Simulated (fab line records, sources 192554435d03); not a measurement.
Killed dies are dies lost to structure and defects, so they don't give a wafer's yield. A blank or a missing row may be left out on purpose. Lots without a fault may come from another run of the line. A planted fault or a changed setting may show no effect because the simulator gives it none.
fab line records | flow n5_finfet
record lots=24 wafers=72 last_day=18
route steps=1938 shown FIN_SAQP@131 FIN_CUT@163 STI_FIN_REVEAL@183
lots that met no fault: from a run of the same line without faults
start_h: hours from the record's first day to the start of the lot's first wafer shown | wait_h: hours since the lot's step before | " the same as in the row above | L1.1+2: a row that stands for several wafers | - no value, or no start given | * or withheld: withheld | < > ~ a bound
route shown NAME@n: a module of which the file shows steps, and the number in the route of the first | usual: mean/standard deviation of fault-free wafers | same: alike in all rows | chamber/n: place in a boat | sites: the reading at each site | _std_site: their standard deviation | _edge_site: outer sites' mean less inner sites' | radius_mm: how far each site lies from the wafer's centre | mask NAME#n: copy n | behind: the tool/chamber that last shaped the wafer | hold: why the lot was held/for how many hours/how that ended | device: the transistor (n, p or np) that didn't switch | end of line: the same wafers' tests at the end of the route | a step without rows: its recipe alone | killed: dies lost to structure and defects at the first sort, not the wafer's yield | map: a wafer's dies, x killed, . not, _ none there
set.NAME: the setting as run; set.NAME@STEP: as run at that earlier step | model.NAME: the simulator's own value behind a step, which no gauge read
steps of the route over a sample of lots; a table a step, a row a wafer
services: from which hour (start_h, from the record's first day; less than 0 if before it) a tool's chamber was out of use, for how many hours, and why
## steps
# step N5_FIN_SAQP_MANDREL_ETCH_58
# recipe chemistry=HBr/Cl2 target=a-Si target_depth_a=450 bt_time_s=10 stop_on=SiNx mask_material=SiO2 over_etch_frac=0.8 time_s=27 pressure_mtorr=10 icp_w=800 bias_w=75 HBr_flow_sccm=150 Cl2_flow_sccm=80 ends=end_point
# usual chamber_pressure_mTorr=10.000/0.0085 drypump_motor_current_A=5.7/0.61 oes_product_au=0.696/0.012 throttle_valve_pct=35.5/0.44
# same bt_time_s=10
# columns lot.wafer tool chamber start_h wait_h chamber_pressure_mTorr drypump_motor_current_A oes_product_au rf_hours_counter_h throttle_valve_pct
L074.2 rie_si-04 2 23.89 0.0 9.998 5.8 0.690 167 35.0
L074.3 " 3 " " 9.998 6.1 0.683 75 35.1
L074.5 " 1 " " 10.002 4.6 0.697 - 36.2
L075.3 rie_si-04 3 30.25 0.0 10.006 6.1 0.700 75 35.0
L075.5 " 1 " " 9.986 4.6 0.693 - 36.2
L075.6 " 2 " " 10.009 5.8 0.680 - 35.0
L076.1 rie_si-03 3 36.33 0.0 10.003 6.4 0.693 177 35.5
L076.2 " 2 " " 9.994 6.5 0.694 197 35.5
L076.5 " 1 " " 10.027 6.3 0.712 - 35.3
L077.3 rie_si-03 1 42.68 0.0 9.999 6.3 0.697 154 35.3
L077.4 " 3 " " 9.996 6.5 0.695 177 35.5
L077.6 " 1 " " 9.994 6.3 0.713 - 35.3
L078.1 rie_si-04 0 50.21 0.0 10.001 5.2 0.698 75 35.3
L078.3 " 1 " " 9.999 4.6 0.687 14 36.2
L078.5 " 0 " " 9.995 5.2 0.709 - 35.4
L079.4 rie_si-04 1 53.74 0.0 9.995 4.6 0.703 14 36.2
L079.5 " 3 " " 10.003 6.0 0.693 - 35.0
L079.6 " 0 " " 9.985 5.2 0.702 - 35.3
L080.2 rie_si-03 2 61.11 0.0 10.005 6.5 0.685 197 35.5
L080.3 " 3 " " 10.007 6.5 0.690 178 35.5
L080.4 " 1 " " 9.992 6.3 0.708 154 35.3
L081.1 rie_si-06 0 66.52 0.0 10.004 5.4 0.711 159 35.3
L081.2 " 2 " " 10.018 6.2 0.677 200 36.3
L081.6 " 2 " " 10.002 6.2 0.691 - 36.3
L082.1 rie_si-04 1 72.89 0.0 9.993 4.6 0.669 15 36.2
L082.4 " 0 " " 9.998 5.2 0.702 76 35.3
L082.6 " 1 " " 10.004 4.6 0.681 - 36.2
L083.4 rie_si-06 1 78.67 0.0 9.998 5.3 0.702 77 36.2
L083.5 " 0 " " 10.009 5.4 0.719 - 35.3
L083.6 " 1 " " 9.999 5.4 0.707 - 36.2
L084.4 rie_si-03 3 84.05 0.0 10.006 6.4 0.696 178 35.5
L084.5 " 1 " " 10.003 6.3 0.699 - 35.3
L084.6 " 0 " " 9.989 5.0 0.719 - 35.7
L085.1 rie_si-04 1 89.69 0.0 9.995 4.6 0.689 15 36.2
L085.4 " 0 " " 10.006 5.2 0.688 76 35.4
L085.5 " 3 " " 9.996 6.1 0.695 - 35.1
L086.2 rie_si-06 3 98.57 0.0 9.991 6.2 0.682 39 34.9
L086.3 " 1 " " 10.004 5.4 0.700 77 36.2
L086.6 " 1 " " 9.998 5.3 0.701 - 36.2
L087.2 rie_si-06 1 105.95 0.0 10.007 5.4 0.691 77 36.3
L087.4 " 0 " " 10.006 5.4 0.715 160 35.3
L087.5 " 2 " " 9.994 6.2 0.675 - 35.5
L088.1 rie_si-04 3 108.15 0.0 10.003 6.1 0.688 77 35.1
L088.2 " 0 " " 10.003 5.2 0.703 77 35.4
L088.4 " 1 " " 9.996 4.6 0.692 15 36.2
L089.2 rie_si-04 3 114.02 0.0 10.019 6.1 0.682 77 35.1
L089.4 " 0 " " 10.009 5.2 0.698 77 35.4
L089.5 " 3 " " 9.996 6.1 0.700 - 35.0
L090.1 rie_si-03 1 119.95 0.0 10.001 6.3 0.707 155 35.3
L090.4 " 0 " " 9.992 5.0 0.717 - 35.7
L090.5 " 1 " " 10.000 6.3 0.708 - 35.3
L091.2 rie_si-04 3 126.93 0.0 9.998 6.1 0.677 77 35.1
L091.3 " 0 " " 10.021 5.2 0.695 77 35.4
L091.5 " 0 " " 10.001 5.2 0.699 - 35.3
L092.2 rie_si-06 3 132.11 0.0 9.994 6.2 0.693 40 34.9
L092.4 " 2 " " 9.990 6.2 0.683 1 35.5
L092.6 " 3 " " 10.002 6.2 0.692 - 34.9
L093.1 rie_si-06 1 137.77 0.0 9.997 5.4 0.690 78 36.3
L093.2 " 3 " " 9.996 6.2 0.680 40 34.9
L093.3 " 0 " " 10.000 5.4 0.716 160 35.3
L094.2 rie_si-03 3 144.59 0.0 10.014 6.5 0.683 179 35.5
L094.4 " 2 " " 10.008 6.5 0.725 0 35.7
L094.5 " 0 " " 10.010 5.0 0.713 - 35.7
L095.2 rie_si-04 0 150.34 0.0 9.996 5.2 0.683 77 35.4
L095.3 " 3 " " 9.992 6.0 0.687 77 35.1
L095.4 " 1 " " 10.019 4.6 0.689 16 36.2
L096.2 rie_si-04 3 157.15 0.0 9.999 6.0 0.684 78 35.1
L096.3 " 2 " " 10.009 5.8 0.692 170 35.0
L096.6 " 1 " " 9.996 4.6 0.683 - 36.2
L097.2 rie_si-03 0 165.27 0.0 10.003 5.0 0.711 4 35.8
L097.4 " 2 " " 10.011 6.5 0.714 1 35.7
L097.6 " 1 " " 10.004 6.3 0.690 - 35.3
# step N5_FIN_SAQP_ETCH_34
# recipe chemistry=C4F6/O2 target=SiO2 target_depth_a=450 time_s=15 ion_energy_ev=250 pressure_mtorr=30 source_w=345 bias_w=185 Ar_flow_sccm=300 C4F6_flow_sccm=10 O2_flow_sccm=10 ends=cleared
# usual chamber_pressure_mTorr=30.000/0.028 drypump_motor_current_A=5.7/0.49 etch_rf_on_time_s=15.0/0.48 oes_product_au=0.65/0.077 rf_vpp_V=669/19 showerhead_plenum_p_Torr=2.80/0.11 throttle_valve_pct=21.09/0.21
# columns lot.wafer tool chamber start_h wait_h chamber_pressure_mTorr drypump_motor_current_A etch_rf_on_time_s oes_product_au rf_hours_counter_h rf_vpp_V showerhead_plenum_p_Torr throttle_valve_pct
L074.2 rie_diel-03 2 25.47 0.0 29.980 5.2 14.4 0.73 74 677 2.78 21.06
L074.3 " 3 " " 29.966 5.4 14.8 0.65 151 662 2.82 20.91
L074.5 " 1 " " 29.991 6.0 14.7 0.70 - 666 2.79 21.44
L075.3 rie_diel-05 2 32.76 0.0 29.956 6.3 14.6 0.68 125 671 2.75 20.79
L075.5 " 0 " " 30.007 5.8 15.5 0.58 - 675 2.78 21.01
L075.6 " 3 " " 30.022 5.9 14.4 0.77 - 668 3.03 20.90
L076.1 rie_diel-04 2 38.07 0.0 30.024 6.1 15.3 0.62 166 635 2.72 21.31
L076.2 " 0 " " 29.986 5.5 14.8 0.62 217 656 2.91 20.82
L076.5 " 1 " " 30.057 4.9 15.4 0.64 - 693 2.75 21.17
L077.3 rie_diel-04 2 44.56 0.0 29.999 6.1 14.9 0.62 169 636 2.72 21.33
L077.4 " 0 " " 30.035 5.5 14.6 0.62 220 656 2.91 20.81
L077.6 " 3 " " 29.999 5.3 14.4 0.64 - 668 2.73 21.16
L078.1 rie_diel-05 2 51.83 0.0 30.091 6.3 14.8 0.67 132 674 2.75 20.80
L078.3 " 3 " " 29.998 5.9 14.5 0.76 49 670 3.02 20.91
L078.5 " 3 " " 30.023 5.9 14.5 0.76 - 668 3.02 20.92
L079.4 rie_diel-05 3 55.33 0.0 29.962 6.0 14.6 0.75 51 669 3.02 20.92
L079.5 " 0 " " 29.970 5.8 15.6 0.57 - 676 2.77 21.00
L079.6 " 3 " " 30.030 6.0 14.6 0.75 - 668 3.02 20.94
L080.2 rie_diel-03 1 62.70 0.0 29.972 6.0 14.8 0.69 93 666 2.78 21.48
L080.3 " 0 " " 29.986 5.5 14.8 0.86 0 668 3.06 20.84
L080.4 " 2 " " 30.005 5.2 14.5 0.72 87 676 2.78 21.07
L081.1 rie_diel-03 0 68.05 0.0 30.002 5.5 14.5 0.84 2 669 3.05 20.85
L081.2 " 3 " " 29.927 5.4 15.1 0.64 167 663 2.81 20.94
L081.6 " 0 " " 30.007 5.5 14.5 0.85 - 669 3.05 20.84
L082.1 rie_diel-05 3 74.37 0.0 29.995 6.0 14.6 0.75 58 668 3.02 20.94
L082.4 " 1 " " 30.011 6.5 15.7 0.57 217 705 2.67 21.13
L082.6 " 2 " " 29.965 6.3 15.0 0.66 - 673 2.74 20.82
L083.4 rie_diel-03 0 80.15 0.0 30.026 5.5 14.6 0.82 7 669 3.05 20.86
L083.5 " 1 " " 29.977 6.0 14.8 0.68 - 665 2.78 21.47
L083.6 " 2 " " 29.981 5.2 14.5 0.71 - 676 2.78 21.07
L084.4 rie_diel-04 2 85.90 0.0 30.012 6.2 15.5 0.61 181 637 2.72 21.32
L084.5 " 1 " " 30.020 4.9 15.8 0.63 - 692 2.74 21.20
L084.6 " 2 " " 29.959 6.2 15.4 0.61 - 634 2.72 21.32
L085.1 rie_diel-03 0 91.87 0.0 30.024 5.5 14.6 0.80 11 667 3.05 20.85
L085.4 " 1 " " 29.958 6.0 14.6 0.68 104 665 2.78 21.48
L085.5 " 2 " " 29.995 5.2 14.6 0.71 - 676 2.77 21.07
L086.2 rie_diel-05 3 101.38 0.0 30.008 5.9 14.5 0.74 69 668 3.01 20.94
L086.3 " 0 " " 29.991 5.8 15.5 0.57 245 675 2.77 21.02
L086.6 " 3 " " 29.948 5.9 14.4 0.74 - 667 3.01 20.96
L087.2 rie_diel-04 3 108.16 0.0 29.999 5.3 14.2 0.63 223 666 2.72 21.19
L087.4 " 1 " " 30.002 4.9 15.6 0.62 163 694 2.74 21.20
L087.5 " 1 " " 29.955 4.8 15.7 0.62 - 694 2.74 21.21
L088.1 rie_diel-04 1 110.07 0.0 30.014 4.9 15.7 0.62 164 692 2.74 21.21
L088.2 " 0 " " 29.960 5.5 15.2 0.59 243 654 2.90 20.84
L088.4 " 3 " " 30.007 5.3 14.4 0.63 224 668 2.72 21.20
L089.2 rie_diel-05 0 115.60 0.0 30.015 5.8 15.6 0.56 251 674 2.76 21.04
L089.4 " 2 " " 29.989 6.3 14.9 0.66 155 673 2.74 20.86
L089.5 " 3 " " 30.057 6.0 14.5 0.73 - 667 3.01 20.96
L090.1 rie_diel-03 1 122.94 0.0 30.031 6.0 14.6 0.67 112 664 2.78 21.47
L090.4 " 2 " " 29.978 5.2 14.6 0.69 103 676 2.77 21.09
L090.5 " 0 " " 30.004 5.5 14.3 0.80 - 668 3.04 20.89
L091.2 rie_diel-05 2 128.53 0.0 30.016 6.3 15.0 0.64 160 671 2.73 20.86
L091.3 " 3 " " 30.029 5.9 14.6 0.73 79 667 3.01 20.97
L091.5 " 3 " " 30.011 6.0 14.6 0.72 - 668 3.01 20.97
L092.2 rie_diel-05 1 134.21 0.0 30.027 6.5 15.4 0.56 239 705 2.66 21.14
L092.4 " 3 " " 29.991 5.9 14.5 0.73 - 668 3.01 20.97
L092.6 " 1 " " 30.011 6.5 15.4 0.56 - 705 2.66 21.16
L093.1 rie_diel-04 2 139.24 0.0 29.961 6.2 15.6 0.59 201 635 2.71 21.37
L093.2 " 1 " " 29.972 4.9 15.9 0.61 171 693 2.73 21.21
L093.3 " 3 " " 29.923 5.3 14.9 0.60 237 667 2.71 21.18
L094.2 rie_diel-04 1 146.17 0.0 29.995 4.9 15.7 0.61 175 694 2.73 21.22
L094.4 " 0 " " 29.995 5.5 14.4 0.89 0 656 2.89 20.55
L094.5 " 2 " " 30.035 6.1 15.6 0.59 - 635 2.71 21.36
L095.2 rie_diel-04 3 152.29 0.0 29.996 5.3 14.6 0.61 242 665 2.71 21.23
L095.3 " 2 " " 30.020 6.1 15.3 0.59 207 635 2.71 21.37
L095.4 " 0 " " 29.990 5.5 14.1 0.89 2 656 2.89 20.55
L096.2 rie_diel-04 3 159.01 0.0 29.976 5.3 14.8 0.61 245 665 2.71 21.21
L096.3 " 2 " " 29.994 6.2 15.7 0.59 210 636 2.70 21.37
L096.6 " 1 " " 30.034 4.9 15.9 0.60 - 693 2.73 21.23
L097.2 rie_diel-04 2 166.81 0.0 29.996 6.2 15.5 0.59 213 636 2.70 21.38
L097.4 " 1 " " 29.974 4.9 15.9 0.61 182 694 2.73 21.19
L097.6 " 1 " " 29.973 4.9 15.7 0.61 - 692 2.73 21.22
# step N5_FIN_SAQP_HM_CD_35
# recipe target_cd_nm=8 polarity=line
# usual cd_nm=8.13/0.26
# columns lot.wafer tool chamber start_h wait_h cd_nm
L074.2 cd_sem-03 - 25.62 0.1 8.18
L074.3 " - " " 8.21
L074.5 " - " " 8.56
L075.3 cd_sem-01 - 32.91 0.1 8.50
L075.5 " - " " 8.34
L075.6 " - " " 7.66
L076.1 cd_sem-02 - 38.21 0.1 8.12
L076.2 " - " " 8.38
L076.5 " - " " 8.53
L077.3 cd_sem-01 - 44.71 0.1 8.18
L077.4 " - " " 8.42
L077.6 " - " " 8.26
L078.1 cd_sem-02 - 51.98 0.1 7.94
L078.3 " - " " 7.92
L078.5 " - " " 8.46
L079.4 cd_sem-01 - 55.48 0.1 8.30
L079.5 " - " " 8.38
L079.6 " - " " 8.43
L080.2 cd_sem-01 - 62.84 0.1 8.47
L080.3 " - " " 8.52
L080.4 " - " " 7.69
L081.1 cd_sem-01 - 68.20 0.1 8.18
L081.2 " - " " 8.15
L081.6 " - " " 8.00
L082.1 cd_sem-03 - 74.52 0.1 8.23
L082.4 " - " " 8.10
L082.6 " - " " 8.16
L083.4 cd_sem-03 - 80.30 0.1 7.94
L083.5 " - " " 8.32
L083.6 " - " " 8.17
L084.4 cd_sem-01 - 86.06 0.1 8.71
L084.5 " - " " 7.97
L084.6 " - " " 8.17
L085.1 cd_sem-01 - 92.01 0.1 8.29
L085.4 " - " " 8.29
L085.5 " - " " 7.73
L086.2 cd_sem-02 - 101.53 0.1 8.35
L086.3 " - " " 7.76
L086.6 " - " " 7.78
L087.2 cd_sem-03 - 108.31 0.1 8.17
L087.4 " - " " 8.40
L087.5 " - " " 7.97
L088.1 cd_sem-02 - 110.22 0.1 7.79
L088.2 " - " " 7.83
L088.4 " - " " 8.33
L089.2 cd_sem-02 - 115.74 0.1 7.94
L089.4 " - " " 8.17
L089.5 " - " " 8.51
L090.1 cd_sem-02 - 123.08 0.1 8.11
L090.4 " - " " 7.72
L090.5 " - " " 7.99
L091.2 cd_sem-01 - 128.68 0.1 8.02
L091.3 " - " " 8.20
L091.5 " - " " 7.84
L092.2 cd_sem-02 - 134.36 0.1 8.14
L092.4 " - " " 8.46
L092.6 " - " " 7.86
L093.1 cd_sem-01 - 139.39 0.1 7.98
L093.2 " - " " 7.69
L093.3 " - " " 8.07
L094.2 cd_sem-03 - 146.32 0.1 7.77
L094.4 " - " " 8.01
L094.5 " - " " 8.00
L095.2 cd_sem-01 - 152.44 0.1 8.17
L095.3 " - " " 8.51
L095.4 " - " " 7.93
L096.2 cd_sem-02 - 159.16 0.1 7.84
L096.3 " - " " 8.57
L096.6 " - " " 7.64
L097.2 cd_sem-03 - 166.96 0.1 8.76
L097.4 " - " " 7.87
L097.6 " - " " 7.87
# step N5_FIN_SAQP_INSPECT_40
# recipe inspect_instrument=brightfield mode=aei
# usual raw_defect_count=222/60
# columns lot.wafer tool chamber start_h wait_h raw_defect_count
L074.2 defect_inspect-01 - 25.93 0.0 275
L074.3 " - " " 247
L074.5 " - " " 223
L075.3 defect_inspect-01 - 33.22 0.0 164
L075.5 " - " " 242
L075.6 " - " " 151
L076.1 defect_inspect-02 - 38.53 0.0 396
L076.2 " - " " 391
L076.5 " - " " 311
L077.3 defect_inspect-01 - 45.02 0.0 196
L077.4 " - " " 128
L077.6 " - " " 164
L078.1 defect_inspect-01 - 52.31 0.0 252
L078.3 " - " " 194
L078.5 " - " " 157
L079.4 defect_inspect-01 - 55.80 0.0 234
L079.5 " - " " 192
L079.6 " - " " 156
L080.2 defect_inspect-01 - 63.16 0.0 143
L080.3 " - " " 262
L080.4 " - " " 192
L081.1 defect_inspect-01 - 68.51 0.0 126
L081.2 " - " " 133
L081.6 " - " " 170
L082.1 defect_inspect-01 - 74.84 0.0 163
L082.4 " - " " 187
L082.6 " - " " 210
L083.4 defect_inspect-02 - 80.63 0.0 199
L083.5 " - " " 227
L083.6 " - " " 163
L084.4 defect_inspect-02 - 86.37 0.0 227
L084.5 " - " " 186
L084.6 " - " " 241
L085.1 defect_inspect-02 - 92.33 0.0 189
L085.4 " - " " 184
L085.5 " - " " 259
L086.2 defect_inspect-02 - 101.85 0.0 314
L086.3 " - " " 192
L086.6 " - " " 174
L087.2 defect_inspect-02 - 108.63 0.0 230
L087.4 " - " " 191
L087.5 " - " " 204
L088.1 defect_inspect-01 - 110.53 0.0 196
L088.2 " - " " 258
L088.4 " - " " 306
L089.2 defect_inspect-01 - 116.07 0.0 187
L089.4 " - " " 207
L089.5 " - " " 110
L090.1 defect_inspect-02 - 123.40 0.0 182
L090.4 " - " " 144
L090.5 " - " " 215
L091.2 defect_inspect-01 - 129.00 0.0 236
L091.3 " - " " 227
L091.5 " - " " 183
L092.2 defect_inspect-01 - 134.68 0.0 286
L092.4 " - " " 202
L092.6 " - " " 233
L093.1 defect_inspect-01 - 139.71 0.0 277
L093.2 " - " " 271
L093.3 " - " " 204
L094.2 defect_inspect-01 - 146.64 0.0 239
L094.4 " - " " 174
L094.5 " - " " 228
L095.2 defect_inspect-01 - 152.75 0.0 181
L095.3 " - " " 181
L095.4 " - " " 218
L096.2 defect_inspect-02 - 159.48 0.0 180
L096.3 " - " " 297
L096.6 " - " " 172
L097.2 defect_inspect-02 - 167.28 0.0 234
L097.4 " - " " 253
L097.6 " - " " 224
# step N5_FIN_CUT_CD_MEAS_08
# recipe target_cd_nm=29.1 landing_energy_ev=500 detector=se_inlens polarity=opening
# usual cd_nm=29.04/0.24
# columns lot.wafer tool chamber start_h wait_h cd_nm
L074.2 cd_sem-03 0 26.36 - 28.79
L074.3 " 0 " " 28.98
L074.5 " 0 " " 29.06
L075.3 cd_sem-02 0 33.53 - 29.33
L075.5 " 0 " " 29.05
L075.6 " 0 " " 29.21
L076.1 cd_sem-03 0 38.96 - 29.01
L076.2 " 0 " " 28.93
L076.5 " 0 " " 29.10
L077.3 cd_sem-02 0 45.45 - 29.13
L077.4 " 0 " " 29.46
L077.6 " 0 " " 29.13
L078.1 cd_sem-02 0 52.73 - 28.85
L078.3 " 0 " " 29.21
L078.5 " 0 " " 29.40
L079.4 cd_sem-03 0 56.10 - 29.12
L079.5 " 0 " " 29.62
L079.6 " 0 " " 29.27
L080.2 cd_sem-03 0 63.46 - 28.89
L080.3 " 0 " " 29.44
L080.4 " 0 " " 29.43
L081.1 cd_sem-03 0 68.94 - 28.88
L081.2 " 0 " " 29.01
L081.6 " 0 " " 28.86
L082.1 cd_sem-01 0 75.26 - 29.52
L082.4 " 0 " " 29.14
L082.6 " 0 " " 28.96
L083.4 cd_sem-03 0 80.93 - 29.21
L083.5 " 0 " " 29.21
L083.6 " 0 " " 28.80
L084.4 cd_sem-03 0 86.80 - 29.13
L084.5 " 0 " " 29.03
L084.6 " 0 " " 29.01
L085.1 cd_sem-01 0 92.76 - 29.29
L085.4 " 0 " " 28.68
L085.5 " 0 " " 29.31
L086.2 cd_sem-03 0 102.16 - 28.77
L086.3 " 0 " " 28.99
L086.6 " 0 " " 28.89
L087.2 cd_sem-03 0 109.06 - 28.68
L087.4 " 0 " " 28.81
L087.5 " 0 " " 29.11
L088.1 cd_sem-03 0 110.84 - 28.63
L088.2 " 0 " " 29.12
L088.4 " 0 " " 29.00
L089.2 cd_sem-02 0 116.37 - 29.19
L089.4 " 0 " " 28.92
L089.5 " 0 " " 28.82
L090.1 cd_sem-02 0 123.85 - 29.37
L090.4 " 0 " " 29.22
L090.5 " 0 " " 29.37
L091.2 cd_sem-01 0 129.30 - 28.72
L091.3 " 0 " " 28.96
L091.5 " 0 " " 28.96
L092.2 cd_sem-01 0 134.98 - 28.66
L092.4 " 0 " " 28.86
L092.6 " 0 " " 29.31
L093.1 cd_sem-03 0 140.01 - 29.18
L093.2 " 0 " " 28.59
L093.3 " 0 " " 28.93
L094.2 cd_sem-03 0 146.94 - 28.86
L094.4 " 0 " " 28.92
L094.5 " 0 " " 29.17
L095.2 cd_sem-02 0 153.06 - 28.65
L095.3 " 0 " " 29.18
L095.4 " 0 " " 28.84
L096.2 cd_sem-01 0 159.78 - 28.67
L096.3 " 0 " " 28.80
L096.6 " 0 " " 29.01
L097.2 cd_sem-02 0 167.70 - 28.83
L097.4 " 0 " " 29.36
L097.6 " 0 " " 28.81
# step N5_STI_FIN_REVEAL_ALD_00
# recipe material=SiO2 target_thk_a=10 temp_c=300 ald_precursor_family=BDEAS ald_co_reactant=O2-plasma pulse_time_s=1 pressure_torr=2
# usual heater_power_w=476/42 precursor_pulse_height_rel=1.000/0.019
# columns lot.wafer tool chamber start_h wait_h heater_power_w precursor_pulse_height_rel
L074.2 ald_sin-01 1 27.49 0.1 494 1.006
L074.3 " 2 " " 459 1.020
L074.5 " 3 " " 431 0.992
L075.3 ald_sin-02 0 34.60 0.0 477 1.002
L075.5 " 2 " " 440 1.031
L075.6 " 3 " " 476 1.027
L076.1 ald_sin-02 3 40.04 0.0 487 1.000
L076.2 " 0 " " 462 0.992
L076.5 " 2 " " 450 0.988
L077.3 ald_sin-02 0 46.52 0.0 470 1.011
L077.4 " 1 " " 484 0.994
L077.6 " 1 " " 472 0.984
L078.1 ald_sin-03 0 54.10 0.0 441 0.951
L078.3 " 2 " " 547 0.993
L078.5 " 2 " " 533 1.002
L079.4 ald_sin-03 2 57.17 0.0 534 0.968
L079.5 " 0 " " 435 1.035
L079.6 " 1 " " 515 1.020
L080.2 ald_sin-03 1 64.54 0.0 494 0.970
L080.3 " 2 " " 537 1.014
L080.4 " 3 " " 379 1.000
L081.1 ald_sin-01 3 70.07 0.0 433 1.011
L081.2 " 2 " " 463 0.971
L081.6 " 0 " " 543 1.012
L082.1 ald_sin-01 1 76.67 0.1 496 0.982
L082.4 " 0 " " 540 0.995
L082.6 " 2 " " 472 0.982
L083.4 ald_sin-03 0 82.08 0.1 439 1.034
L083.5 " 3 " " 379 0.990
L083.6 " 2 " " 537 0.997
L084.4 ald_sin-02 0 87.87 0.0 470 1.006
L084.5 " 1 " " 486 1.017
L084.6 " 0 " " 461 1.027
L085.1 ald_sin-02 0 94.89 1.1 461 0.972
L085.4 " 1 " " 484 1.031
L085.5 " 3 " " 485 0.969
L086.2 ald_sin-02 2 103.30 0.0 455 1.011
L086.3 " 3 " " 495 1.007
L086.6 " 1 " " 467 1.003
L087.2 ald_sin-03 2 110.48 0.1 544 1.020
L087.4 " 3 " " 384 1.030
L087.5 " 1 " " 510 1.006
L088.1 ald_sin-01 2 112.33 0.4 466 1.001
L088.2 " 0 " " 531 1.016
L088.4 " 3 " " 427 1.025
L089.2 ald_sin-02 2 117.90 0.3 451 1.008
L089.4 " 0 " " 471 0.993
L089.5 " 0 " " 464 1.006
L090.1 ald_sin-03 0 124.93 0.0 437 0.996
L090.4 " 2 " " 531 0.993
L090.5 " 2 " " 535 1.018
L091.2 ald_sin-01 3 130.37 0.0 439 1.032
L091.3 " 2 " " 474 1.006
L091.5 " 3 " " 448 1.019
L092.2 ald_sin-01 0 136.05 0.0 536 1.023
L092.4 " 3 " " 451 1.031
L092.6 " 2 " " 470 0.968
L093.1 ald_sin-03 2 141.53 0.4 538 0.989
L093.2 " 0 " " 439 0.963
L093.3 " 1 " " 515 0.981
L094.2 ald_sin-01 0 148.79 0.7 552 0.999
L094.4 " 1 " " 514 0.989
L094.5 " 1 " " 507 0.982
L095.2 ald_sin-02 0 154.45 0.0 471 0.986
L095.3 " 3 " " 490 1.013
L095.4 " 2 " " 451 1.008
L096.2 ald_sin-01 3 161.09 0.0 450 0.980
L096.3 " 2 " " 473 0.970
L096.6 " 1 " " 503 0.984
L097.2 ald_sin-01 3 168.78 0.0 445 0.996
L097.4 " 2 " " 464 0.967
L097.6 " 3 " " 442 0.991
## services
# columns tool chamber start_h hours kind
ald_sin-02 3 1.13 5.8 repair
rie_diel-05 3 3.18 8.7 repair
ald_sin-03 3 7.29 5.5 repair
rie_si-03 1 7.75 9.1 repair
rie_diel-05 1 8.78 7.5 repair
rie_diel-03 3 13.81 4.1 repair
ald_sin-03 2 18.96 3.4 repair
ald_sin-02 - 19.29 0.7 repair
rie_diel-05 - 35.55 2.8 pm
rie_diel-05 0 42.15 4.9 repair
ald_sin-02 3 43.59 2.8 repair
rie_si-04 0 58.30 1.6 repair
rie_diel-04 1 61.88 9.0 repair
rie_diel-03 2 66.09 10.9 repair
rie_diel-04 2 79.40 6.3 repair
rie_si-04 2 92.59 0.9 repair
ald_sin-02 - 98.91 0.8 repair
ald_sin-03 2 103.23 3.7 repair
rie_si-03 - 107.26 0.1 repair
rie_diel-04 1 122.19 9.0 repair
rie_diel-05 0 125.61 4.7 repair
rie_si-04 0 135.82 2.8 repair
ald_sin-02 3 154.85 4.6 repair
ald_sin-01 0 167.58 4.1 repair
## key
fault none
